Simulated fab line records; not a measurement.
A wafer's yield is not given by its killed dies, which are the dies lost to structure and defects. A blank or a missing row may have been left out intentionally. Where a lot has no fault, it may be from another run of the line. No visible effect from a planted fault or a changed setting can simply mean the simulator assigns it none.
Split-lot experiment + flow n5-finfet + 21 wafers read from 7 lots, route of 1938 steps

== THE SPLIT ITSELF ==
At N5_BEOL_M0_CUTY_ETCH_63 (etches SOC in N2/H2, target depth 82.7 nm, overetch 16.5 nm, time 124 s), the setting source-w was moved away from the recipe's 840 W on 3 of the 21 wafers read, by -5.5% to +8.3%. This setting was run at the recipe's value on the other wafers.

The split's own step is where the reading is taken.

== THE READING ==
rf-vpp-V, in V, at N5_BEOL_M0_CUTY_ETCH_63 (etches SOC in N2/H2, target depth 82.7 nm, overetch 16.5 nm, time 124 s). Fault-free wafers of this fab line usually give 523.6 V, standard deviation 2.3 V.

| wafer  | tool, chamber at the split | source-w as run, W | against the recipe | rf-vpp-V, V | against lot-mates on the recipe |
|--------|----------------------------|--------------------|--------------------|-------------|---------------------------------|
| L077.1 | rie-diel-02, 3             | 840                | recipe             | 525.9       | -                               |
| L077.2 | rie-diel-02, 0             | 909.1              | +8.2%              | 510.7       | -15.3                           |
| L077.6 | rie-diel-02, 1             | 840                | recipe             | 526.1       | -                               |
| L079.2 | rie-diel-06, 1             | 910.1              | +8.3%              | 514.2       | -10.1                           |
| L079.4 | rie-diel-06, 3             | 840                | recipe             | 521.8       | -                               |
| L079.6 | rie-diel-06, 1             | 840                | recipe             | 526.9       | -                               |
| L080.3 | rie-diel-06, 1             | 840                | recipe             | 526.8       | -                               |
| L080.4 | rie-diel-06, 3             | 840                | recipe             | 520.8       | -                               |
| L080.6 | rie-diel-06, 1             | 840                | recipe             | 526.7       | -                               |
| L081.1 | rie-diel-01, 2             | 840                | recipe             | 524.2       | -                               |
| L081.2 | rie-diel-01, 1             | 840                | recipe             | 520.9       | -                               |
| L081.3 | rie-diel-01, 3             | 840                | recipe             | 522.1       | -                               |
| L083.1 | rie-diel-02, 1             | 840                | recipe             | 527.1       | -                               |
| L083.3 | rie-diel-02, 3             | 840                | recipe             | 526.9       | -                               |
| L083.6 | rie-diel-02, 2             | 840                | recipe             | 521.7       | -                               |
| L085.2 | rie-diel-01, 0             | 794                | -5.5%              | 534.6       | +11.5                           |
| L085.4 | rie-diel-01, 1             | 840                | recipe             | 521.5       | -                               |
| L085.6 | rie-diel-01, 0             | 840                | recipe             | 524.7       | -                               |
| L096.4 | rie-diel-01, 3             | 840                | recipe             | 522.7       | -                               |
| L096.5 | rie-diel-01, 2             | 840                | recipe             | 523.3       | -                               |
| L096.6 | rie-diel-01, 1             | 840                | recipe             | 521.8       | -                               |

THE FIT
A straight line over all 21 wafers: rf-vpp-V changes by -1.5 V for each +1% of source-w; r = -0.88; the points scatter about the line by 2.4 V.
The same after taking each lot's own level away (the mean of its wafers on the recipe; 21 wafers): -1.65 V for each +1%; r = -0.91; scatter 2.2 V.
That fit puts the effect of the largest move of source-w on the reading at 14 V.
The span of the lots' own levels, 522.40 to 526.00 V, comes to 1.6 times the standard deviation stated above.
The two slopes agree, so the slope changes little with the lot-to-lot level.
Check: for one of the wafers moved furthest among these (+8.3%), held out of the fit, the line's prediction against its lot-mates is -16.1 V. It came out at -10.1 V against them.
Tool readings at the split's step, against how far the setting was moved: rf-vpp-V r = -0.88.

== FURTHER SPLITS ON THESE WAFERS ==
Before the reading, these wafers also passed through other splits. Each is held against what the fit with the lots' levels taken away leaves over:
| other split on the same wafers      | wafers away from the commonest value | r with rf-vpp-V (lot level and that fit taken away) |
|-------------------------------------|--------------------------------------|-----------------------------------------------------|
| N5_SD_EPI_P_COAT_35 spin-rpm        | 4                                    | +0.03                                               |
| N5_HKMG_FIN_COAT_43 spin-rpm        | 8                                    | +0.11                                               |
| N5_HKMG_FIN_ETCH_54 source-w        | 6                                    | +0.06                                               |
| N5_MOL_CONTACT_COAG_PECVD_31 temp-c | 9                                    | +0.37                                               |
| N5_BEOL_M0_SAQP_ILD_DEP_01 time-s   | 3                                    | +0.39                                               |
| N5_BEOL_M0_SAQP_HM_DEP_111 time-s   | 3                                    | +0.05                                               |

== FILE'S OWN FIT ==
rf-vpp-V changes by -1.64 V for each +1% of source-w, r = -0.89.
